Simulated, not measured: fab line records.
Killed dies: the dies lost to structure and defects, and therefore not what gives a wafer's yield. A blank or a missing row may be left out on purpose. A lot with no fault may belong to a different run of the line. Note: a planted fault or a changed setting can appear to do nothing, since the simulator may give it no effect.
Matching of chambers    flow n5_finfet    N5_BEOL_M9_ILD_DEP_00 on pecvd-01: 3 sister chambers
The step deposits SiCOH lowk from DEMS/porogen, target thk 308.51 nm, time 58 s. 6 wafers are shown with their chamber, then 9 later ones without.

EACH WAFER AND ITS CHAMBER
wafer   chamber  throttle_valve_pct (%)  heater_power_w (W)
L079.4  1        14.1                    219
L082.3  0        14.8                    243
L082.6  1        14.0                    224
L086.1  0        14.9                    288
L086.3  2        13.9                    258
L086.4  2        14.0                    265

WAFERS WITHOUT THEIR CHAMBER
wafer   throttle_valve_pct (%)  heater_power_w (W)
L093.1  13.8                    203
L093.3  14.1                    207
L093.5  15.1                    270
L094.1  13.8                    225
L094.2  15.1                    294
L094.5  14.9                    298
L096.2  15.3                    241
L096.4  14.0                    234
L096.6  14.1                    265

THE CHAMBER EACH PASSED THROUGH
wafer   from the rows above      in truth
L093.1  can't be placed: 1 or 2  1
L093.3  1                        1
L093.5  0                        0
L094.1  can't be placed: 2 or 1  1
L094.2  0                        0
L094.5  0                        0
L096.2  0                        0
L096.4  can't be placed: 1 or 2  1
L096.6  can't be placed: 2 or 1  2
Correct placement for 5 of the 9. Cannot be placed on the basis of these rows: 4; the candidates contain the true chamber in 4. Number placed wrongly: 0.
How it was worked out, from the rows above alone: a wafer's distance from a chamber is the root of the sum, over the readings, of the square of ((its reading less the chamber's mean) divided by the reading's scatter). The wafer belongs to the nearest chamber; if the next one is less than 2 further off, it can't be placed. The mean given for a chamber averages the wafers shown for that chamber. The scatter: the root of (the sum of the squares of (reading less its chamber's mean) over the shown wafers, divided by (wafers less chambers)).
